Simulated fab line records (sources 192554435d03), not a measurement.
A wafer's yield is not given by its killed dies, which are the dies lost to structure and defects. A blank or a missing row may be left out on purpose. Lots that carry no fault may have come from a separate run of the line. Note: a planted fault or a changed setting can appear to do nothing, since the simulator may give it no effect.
fab line records	flow n5Finfet
record lots=7	wafers=39
route steps=1938 shown WELL_APT@48 FIN_SAQP@130 FIN_CUT@169 DUMMY_GATE@237 SD_EPI_N@279
startH: hours from the record's first day to the start of the lot's first wafer shown	waitH: hours elapsed since this lot's preceding step	" same as the row above	L1.1+2: a row that stands for several wafers	- value missing, or start not given	* or withheld: withheld	< > ~ a bound
route shown NAME@n: NAME is a module with steps in the file, n the number in the route of the first one	usual: mean/standard deviation taken from wafers without a fault	same: alike in all rows	chamber/n: place in a boat	sites: each site's reading	_std_site: standard deviation across them	_edge_site: outer sites' mean less inner sites'	radiusMm: for every site, how far away it sits from the centre of the wafer	mask NAME#n: copy n	behind: the last tool/chamber to shape the wafer	hold: what put the lot on hold/how long, in hours/how the hold closed	device: the n, p or np transistor that did not switch	end of line: the same wafers' tests at the end of the route	for a step that has no rows: nothing shown but its recipe	killed: dies lost to structure and defects at the first sort, not the wafer's yield	map: a wafer's dies, x killed, . not, _ none there
set.NAME: the run value of the setting; set.NAME@STEP: its run value at that earlier step	model.NAME: the simulator's own value behind a step, which no gauge read
lots with deliberately changed settings; one table per step, one row per wafer
## steps
# step N5_WELL_APT_IMPLANT_32
# recipe species=BF2	energyKev=50	doseCm2=2e+13	tiltDeg=0	rotationDeg=0
lot.wafer	tool	chamber	startH	waitH	set.energyKev	model.implant.rpNm	model.implant.drpNm
L076.1+2+3+4+5+6	implanter-02	0	28.35	0.1	50	37.18	18.55
L082.3+4+5	implanter-01	0	63.47	0.1	50	38.36	18.55
L083.1+2+4	implanter-01	0	69.11	0.1	56.61	44.03	20.31
L083.3+5+6	"	0	"	"	50	38.93	18.55
L087.1+3+4	implanter-01	0	93.15	0.1	50	37.43	18.55
L087.2+5+6	"	0	"	"	44.33	33.26	17.04
L089.1+2+4	implanter-02	0	105.29	0.1	55.36	42.19	19.98
L089.3+5+6	"	0	"	"	50	38.14	18.55
L090.1+2+3+4+5+6	implanter-02	0	111.50	0.1	50	37.2	18.55
L096.1+2+3+4+5+6	implanter-01	0	147.40	0.1	50	38.61	18.55
# step N5_FIN_SAQP_ETCH_65
# recipe chemistry=CF4	target=SiO2	targetDepthA=40	ionEnergyEv=350	timeS=4.4	pressureMtorr=10	icpW=800	biasW=400	cf4FlowSccm=80
lot.wafer	tool	chamber	startH	waitH	set.timeS	model.etch.depthNm
L076.1	rieSi-06	2	37.58	0.1	4.4	4.072
L076.2	"	3	"	"	3.992	3.616
L076.3	"	0	"	"	4.4	3.994
L076.4	"	1	"	"	4.4	3.983
L076.5	"	3	"	"	3.992	3.599
L076.6	"	0	"	"	3.992	3.604
L082.3	rieSi-06	3	74.04	0.1	4.4	3.971
L082.4	"	0	"	"	4.4	3.984
L082.5	"	3	"	"	4.4	3.955
L083.1	rieSi-06	1	77.62	0.1	4.4	3.981
L083.2	"	2	"	"	4.4	4.058
L083.3	"	0	"	"	4.4	3.949
L083.4	"	3	"	"	4.4	3.964
L083.5	"	1	"	"	4.4	3.971
L083.6	"	0	"	"	4.4	3.956
L087.1	rieSi-05	2	103.72	0.1	4.4	4.081
L087.2	"	3	"	"	4.4	3.973
L087.3	"	0	"	"	4.4	4.023
L087.4	"	1	"	"	4.4	4.039
L087.5	"	1	"	"	4.4	4.021
L087.6	"	2	"	"	4.4	4.073
L089.1	rieSi-04	3	114.79	0.1	4.4	4.065
L089.2	"	2	"	"	3.554	3.299
L089.3	"	1	"	"	4.4	4.008
L089.4	"	0	"	"	3.554	3.183
L089.5	"	2	"	"	3.554	3.292
L089.6	"	1	"	"	4.4	3.986
L090.1	rieSi-04	3	120.86	0.1	4.4	4.093
L090.2	"	1	"	"	4.058	3.708
L090.3	"	2	"	"	4.058	3.755
L090.4	"	0	"	"	4.4	3.964
L090.5	"	1	"	"	4.058	3.689
L090.6	"	0	"	"	4.4	3.938
L096.1	rieSi-05	1	156.24	0.1	3.494	3.179
L096.2	"	3	"	"	3.494	3.174
L096.3	"	0	"	"	4.4	4.022
L096.4	"	1	"	"	4.4	4.002
L096.5	"	0	"	"	3.494	3.189
L096.6	"	3	"	"	4.4	3.975
# step N5_FIN_CUT_ETCH_21
# recipe chemistry=N2/H2	target=SOC	targetDepthA=2190	overetchA=438	maskMaterial=SiARC	tempC=40	ionEnergyEv=100	biasW=61	timeS=523.5	pressureMtorr=30	sourceW=850	n2FlowSccm=200	h2FlowSccm=200
lot.wafer	tool	chamber	startH	waitH	set.timeS	model.SiARC_of_FIN_CUT_COAT_19.thkNm
L076.1	rieDiel-04	2	40.25	0.0	523.5	12
L076.2	"	0	"	"	523.5	11.8
L076.3	"	1	"	"	451.5	12.8
L076.4	"	3	"	"	451.5	13.2
L076.5	"	1	"	"	523.5	11.6
L076.6	"	0	"	"	451.5	13
L082.3	rieDiel-03	1	76.70	0.0	523.5	11.8
L082.4+5	"	0,1	"	"	523.5	12
L083.1+3	rieDiel-03	1,3	80.19	0.0	523.5	11.8
L083.2	"	0	"	"	403	13.6
L083.4	"	2	"	"	403	14
L083.5	"	2	"	"	403	13.8
L083.6	"	3	"	"	523.5	11.6
L087.1+6	rieDiel-04	2	106.28	0.0	523.5	12.2
L087.2+5	"	1	"	"	523.5	11.8
L087.3+4	"	0,3	"	"	523.5	12
L089.1+2	rieDiel-05	1,0	118.25	0.0	451.6	13.2
L089.3+4+5	"	3,2,1	"	"	523.5	12
L089.6	"	2	"	"	451.6	13
L090.1	rieDiel-05	2	123.77	0.0	523.5	11.8
L090.2+3+4+5+6	"	1,3,0,0,1	"	"	523.5	12
L096.1+2+4+5	rieDiel-03	2,0,1,0	158.73	0.0	523.5	11.8
L096.3+6	"	3	"	"	523.5	11.6
# step N5_FIN_CUT_STRIP_23
# recipe chemistry=N2/H2	tempC=40	n2FlowSccm=200	h2FlowSccm=200	rfFrequencyHz=6e+07
# step N5_FIN_CUT_STRIP_31
# recipe chemistry=N2/H2	tempC=40	n2FlowSccm=200	h2FlowSccm=200	rfFrequencyHz=6e+07
# step N5_FIN_CUT_PRECLEAN_35
# recipe timeS=13.3	tempC=45	pressureTorr=125	pHfTorr=3	pCoreactantTorr=25	chemistry=vHF
# step N5_FIN_CUT_CUT_ETCH_15
# recipe chemistry=HBr/Cl2/O2	target=Si	targetDepthA=1000	btTimeS=10	maskMaterial=SOC	timeS=42.4	ionEnergyEv=*	biasW=*	pressureMtorr=10	icpW=800	HBr_flow_sccm=150	Cl2_flow_sccm=80	O2_flow_sccm=12
# step N5_FIN_CUT_CUT_ETCH_28
# recipe chemistry=HBr/Cl2/O2	target=Si	targetDepthA=60	maskMaterial=SOC	timeS=2.4	ionEnergyEv=*	biasW=*	pressureMtorr=10	icpW=800	HBr_flow_sccm=150	Cl2_flow_sccm=80	O2_flow_sccm=12
lot.wafer	tool	chamber	startH	waitH	set.timeS@FIN_CUT_ETCH_21	model.FIN_CUT.cdOffsetNm
L076.1+2+5	rieSi-01	1,2,3	40.84	0.0	523.5	-0.2
L076.3	"	3	"	"	451.5	-1.4
L076.4+6	"	0	"	"	451.5	-0.8
L082.3+4	rieSi-03	0,2	77.29	0.0	523.5	0
L082.5	"	3	"	"	523.5	0.2
L083.1	rieSi-01	1	80.78	0.0	523.5	0.2
L083.2	"	2	"	"	403	-0.8
L083.3+6	"	0,1	"	"	523.5	0.4
L083.4	"	3	"	"	403	-1
L083.5	"	2	"	"	403	-1.6
L087.1+2	rieSi-03	2,0	106.87	0.0	523.5	-0.2
L087.3	"	3	"	"	523.5	-0.6
L087.4+6	"	1,0	"	"	523.5	-0.4
L087.5	"	1	"	"	523.5	0.2
L089.1+6	rieSi-02	3	118.84	0.0	451.6	-0.8
L089.2	"	2	"	"	451.6	-0.6
L089.3	"	1	"	"	523.5	0.4
L089.4	"	0	"	"	523.5	-0.4
L089.5	"	0	"	"	523.5	0
L090.1+5	rieSi-02	3,2	124.37	0.0	523.5	-0.8
L090.2+3	"	1,2	"	"	523.5	-0.4
L090.4+6	"	0,3	"	"	523.5	-0.6
L096.1+4+6	rieSi-03	2,1,0	159.33	0.0	523.5	-0.4
L096.2	"	3	"	"	523.5	-0.2
L096.3	"	0	"	"	523.5	0
L096.5	"	3	"	"	523.5	-0.8
# step N5_DUMMY_GATE_ETCH_37
# recipe chemistry=N2/H2	target=SOC	targetDepthA=600	overetchA=300	tempC=40	ionEnergyEv=200	pressureMtorr=30	sourceW=840	biasW=150	n2FlowSccm=200	h2FlowSccm=200
# usual rfVppV=524.1/2.1
lot.wafer	tool	chamber	startH	waitH	set.sourceW	rfVppV	model.SiARC_of_DUMMY_GATE_COAT_35.thkNm
L076.1	rieDiel-05	2	59.70	0.0	787.9	536.1	5.2
L076.2	"	3	"	"	840	524.0	5.2
L076.3	"	0	"	"	787.9	537.8	5.2
L076.4	"	1	"	"	840	521.8	5.2
L076.5	"	2	"	"	787.9	535.7	5.2
L076.6	"	3	"	"	840	524.1	5.2
L082.3	rieDiel-05	0	97.24	0.0	840	527.1	5
L082.4	"	3	"	"	840	523.4	5
L082.5	"	1	"	"	840	521.7	5
L083.1	rieDiel-05	1	100.10	0.0	840	521.0	5.2
L083.2	"	2	"	"	840	525.4	5
L083.3	"	0	"	"	840	525.6	5
L083.4	"	3	"	"	921.7	508.0	4.8
L083.5	"	1	"	"	921.7	505.6	4.8
L083.6	"	2	"	"	921.7	508.1	4.6
L087.1	rieDiel-04	3	125.70	0.0	840	526.8	5.2
L087.2	"	1	"	"	996.5	498.7	4.4
L087.3	"	2	"	"	996.5	493.4	4.4
L087.4	"	0	"	"	996.5	494.4	4.6
L087.5	"	0	"	"	840	522.4	5
L087.6	"	3	"	"	840	526.3	5.2
L089.1	rieDiel-03	2	137.57	0.0	840	521.5	5
L089.2	"	0	"	"	924.2	507.0	4.8
L089.3	"	3	"	"	840	522.7	4.8
L089.4	"	1	"	"	840	526.1	5.2
L089.5	"	1	"	"	924.2	509.5	4.8
L089.6	"	0	"	"	924.2	507.3	4.8
L090.1	rieDiel-05	0	143.46	0.0	840	525.6	5
L090.2	"	1	"	"	840	521.7	5
L090.3	"	3	"	"	840	523.7	5
L090.4	"	1	"	"	840	520.9	5
L090.5	"	0	"	"	840	525.0	5
L090.6	"	3	"	"	840	525.1	5
L096.1	rieDiel-04	3	177.39	0.0	693.5	561.0	5.6
L096.2	"	1	"	"	840	527.5	5
L096.3	"	2	"	"	840	522.5	5
L096.4	"	0	"	"	693.5	557.0	5.6
L096.5	"	2	"	"	693.5	556.0	5.4
L096.6	"	3	"	"	840	526.3	5.2
# step N5_DUMMY_GATE_ETCH_31
# recipe chemistry=C4F6/O2	target=SiO2	maskMaterial=SOC	targetDepthA=825	timeS=27.5	ionEnergyEv=250	pressureMtorr=30	sourceW=345	biasW=185	Ar_flow_sccm=300	C4F6_flow_sccm=10	O2_flow_sccm=10
lot.wafer	tool	chamber	startH	waitH	set.targetDepthA	model.etch.depthNm	model.SOC_of_DUMMY_GATE_COAT_34.thkNm
L076.1	rieDiel-05	1	60.10	0.2	825	82.98	51.6
L076.2	"	2	"	"	825	82.59	51.8
L076.3	"	3	"	"	825	82.48	51.6
L076.4	"	0	"	"	825	81.96	51.6
L076.5	"	3	"	"	825	82.01	51.8
L076.6	"	0	"	"	825	82.7	51.8
L082.3	rieDiel-05	1	97.67	0.2	825	81.94	51.8
L082.4	"	0	"	"	825	82.1	52
L082.5	"	0	"	"	825	82.08	51.8
L083.1	rieDiel-05	0	100.75	0.2	825	82.25	52
L083.2	"	3	"	"	825	81.71	52
L083.3	"	2	"	"	825	82.05	52.2
L083.4	"	1	"	"	825	82.46	52.2
L083.5	"	0	"	"	825	82.16	52.2
L083.6	"	3	"	"	825	81.93	51.8
L087.1+2	rieDiel-03	2,3	126.18	0.1	825	84.2	52
L087.3	"	1	"	"	911.3	91.18	51
L087.4	"	0	"	"	911.3	92.24	51
L087.5	"	0	"	"	911.3	92.2	51
L087.6	"	3	"	"	825	85.59	51.4
L089.1	rieDiel-04	3	137.96	0.0	825	80.36	51.8
L089.2	"	2	"	"	875.6	88.06	51.2
L089.3	"	1	"	"	875.6	87.93	51.4
L089.4	"	0	"	"	825	81.29	51.8
L089.5	"	0	"	"	825	81.14	51.8
L089.6	"	3	"	"	875.6	85.29	51.4
L090.1	rieDiel-05	0	143.84	0.0	825	81.38	51.8
L090.2	"	1	"	"	762.7	75.83	52.4
L090.3	"	3	"	"	825	80.7	51.8
L090.4	"	1	"	"	762.7	74.78	52.6
L090.5	"	0	"	"	825	81.41	51.6
L090.6	"	3	"	"	762.7	75.32	52.6
L096.1	rieDiel-04	1	177.67	0.0	825	83.37	51.6
L096.2	"	0	"	"	825	80.75	52
L096.3	"	2	"	"	924	92.95	50.6
L096.4	"	0	"	"	924	90.99	51
L096.5	"	1	"	"	924	93.91	50.6
L096.6	"	2	"	"	825	82.88	51.6
# step N5_DUMMY_GATE_ETCH_42
# recipe chemistry=CHF3/O2	target=SiO2	targetDepthA=35	timeS=31	ionEnergyEv=30	biasW=12	pressureMtorr=30	sourceW=600	Ar_flow_sccm=200	CHF3_flow_sccm=50	O2_flow_sccm=5
# usual rfVppV=42.5/0.86
lot.wafer	tool	chamber	startH	waitH	set.biasW	rfVppV
L076.1	rieDiel-04	2	60.70	0.2	9.735	36.3
L076.2	"	3	"	"	12	42.2
L076.3	"	1	"	"	12	41.2
L076.4	"	0	"	"	9.735	36.0
L076.5	"	3	"	"	12	42.9
L076.6	"	0	"	"	9.735	35.8
L082.3	rieDiel-03	1	98.18	0.0	12	42.1
L082.4	"	0	"	"	12	42.6
L082.5	"	3	"	"	12	44.3
L083.1	rieDiel-04	2	101.25	0.0	12	41.1
L083.2	"	1	"	"	12	41.8
L083.3	"	0	"	"	12	42.5
L083.4	"	3	"	"	12	43.8
L083.5	"	1	"	"	12	42.1
L083.6	"	2	"	"	12	44.0
L087.1	rieDiel-03	3	126.67	0.0	12	42.1
L087.2	"	2	"	"	13.37	45.9
L087.3	"	0	"	"	12	42.4
L087.4	"	1	"	"	13.37	47.7
L087.5	"	3	"	"	13.37	46.2
L087.6	"	2	"	"	12	43.9
L089.1	rieDiel-03	3	138.46	0.0	10.44	37.9
L089.2	"	1	"	"	10.44	38.6
L089.3	"	2	"	"	10.44	39.7
L089.4	"	0	"	"	12	42.5
L089.5	"	1	"	"	12	43.3
L089.6	"	2	"	"	12	43.1
L090.1	rieDiel-03	1	144.34	0.0	12	42.1
L090.2	"	3	"	"	12	43.1
L090.3	"	0	"	"	9.904	36.8
L090.4	"	2	"	"	9.904	37.2
L090.5	"	3	"	"	12	43.9
L090.6	"	0	"	"	9.904	36.9
L096.1	rieDiel-04	2	178.16	0.0	13.23	45.7
L096.2	"	1	"	"	12	43.3
L096.3	"	0	"	"	13.23	43.4
L096.4	"	2	"	"	13.23	46.8
L096.5	"	1	"	"	12	43.6
L096.6	"	0	"	"	12	42.9
# step N5_SD_EPI_N_ETCH_16
# recipe chemistry=CHF3/O2	target=SiO2	targetDepthA=50	maskMaterial=SOC	pressureMtorr=30	sourceW=650	biasW=170	Ar_flow_sccm=200	CHF3_flow_sccm=50	O2_flow_sccm=5	ionEnergyEv=200
lot.wafer	tool	chamber	startH	waitH	set.targetDepthA	model.etch.depthNm
L076.1	rieDiel-06	2	62.74	0.1	50	4.974
L076.2	"	1	"	"	50	4.903
L076.3	"	0	"	"	50	4.976
L076.4	"	2	"	"	50	4.934
L076.5	"	1	"	"	50	4.897
L076.6	"	0	"	"	50	4.994
L082.3	rieDiel-02	1	101.22	0.1	50	5.017
L082.4	"	1	"	"	50	4.994
L082.5	"	0	"	"	50	5.079
L083.1	rieDiel-01	0	103.06	0.1	55.76	5.485
L083.2	"	2	"	"	55.76	5.49
L083.3	"	3	"	"	50	4.809
L083.4	"	1	"	"	50	4.935
L083.5	"	3	"	"	50	4.817
L083.6	"	0	"	"	55.76	5.498
L087.1	rieDiel-02	2	129.04	0.1	50	4.841
L087.2	"	3	"	"	50	4.983
L087.3	"	1	"	"	50	4.977
L087.4	"	0	"	"	50	5.001
L087.5	"	3	"	"	50	4.924
L087.6	"	0	"	"	50	4.971
L089.1	rieDiel-01	2	140.97	0.1	50	5.04
L089.2	"	1	"	"	50	4.985
L089.3	"	0	"	"	47.97	4.758
L089.4	"	2	"	"	50	5.05
L089.5	"	0	"	"	47.97	4.734
L089.6	"	1	"	"	47.97	4.763
L090.1+5	rieDiel-01	1,0	146.28	0.1	50	4.93
L090.2	"	0	"	"	50	4.901
L090.3	"	2	"	"	50	5.031
L090.4	"	2	"	"	50	5.011
L090.6	"	1	"	"	50	4.981
L096.1	rieDiel-02	3	180.76	0.1	50	5.037
L096.2	"	1	"	"	50	4.997
L096.3	"	1	"	"	51.69	5.214
L096.4	"	3	"	"	50	5.024
L096.5	"	1	"	"	51.69	5.184
L096.6	"	3	"	"	51.69	5.202
## key
split step=N5_WELL_APT_IMPLANT_32	setting=energyKev	stated=50	by=wafer
response step=N5_WELL_APT_IMPLANT_32	reading=model.implant.rpNm	change=+0.378	per=1%	r=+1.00
response step=N5_WELL_APT_IMPLANT_32	reading=model.implant.drpNm	change=+0.133	per=1%	r=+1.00
split step=N5_FIN_SAQP_ETCH_65	setting=timeS	stated=4.4	by=wafer
response step=N5_FIN_SAQP_ETCH_65	reading=model.etch.depthNm	change=+0.0399	per=1%	r=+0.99
split step=N5_FIN_CUT_ETCH_21	setting=timeS	stated=523.5	by=wafer
response step=N5_FIN_CUT_ETCH_21	reading=model.SiARC_of_FIN_CUT_COAT_19.thkNm	change=-0.0877	per=1%	r=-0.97
response step=N5_FIN_CUT_CUT_ETCH_28	reading=model.FIN_CUT.cdOffsetNm	change=+0.0604	per=1%	r=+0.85
split step=N5_DUMMY_GATE_ETCH_37	setting=sourceW	stated=840	by=wafer
response step=N5_DUMMY_GATE_ETCH_37	reading=rfVppV	change=-1.72	per=1%	r=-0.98
response step=N5_DUMMY_GATE_ETCH_37	reading=model.SiARC_of_DUMMY_GATE_COAT_35.thkNm	change=-0.0292	per=1%	r=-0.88
split step=N5_DUMMY_GATE_ETCH_31	setting=targetDepthA	stated=825	by=wafer
response step=N5_DUMMY_GATE_ETCH_31	reading=model.etch.depthNm	change=+0.807	per=1%	r=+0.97
response step=N5_DUMMY_GATE_ETCH_31	reading=model.SOC_of_DUMMY_GATE_COAT_34.thkNm	change=-0.0841	per=1%	r=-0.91
split step=N5_DUMMY_GATE_ETCH_42	setting=biasW	stated=12	by=wafer
response step=N5_DUMMY_GATE_ETCH_42	reading=rfVppV	change=+0.32	per=1%	r=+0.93
split step=N5_SD_EPI_N_ETCH_16	setting=targetDepthA	stated=50	by=wafer
response step=N5_SD_EPI_N_ETCH_16	reading=model.etch.depthNm	change=+0.0564	per=1%	r=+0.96
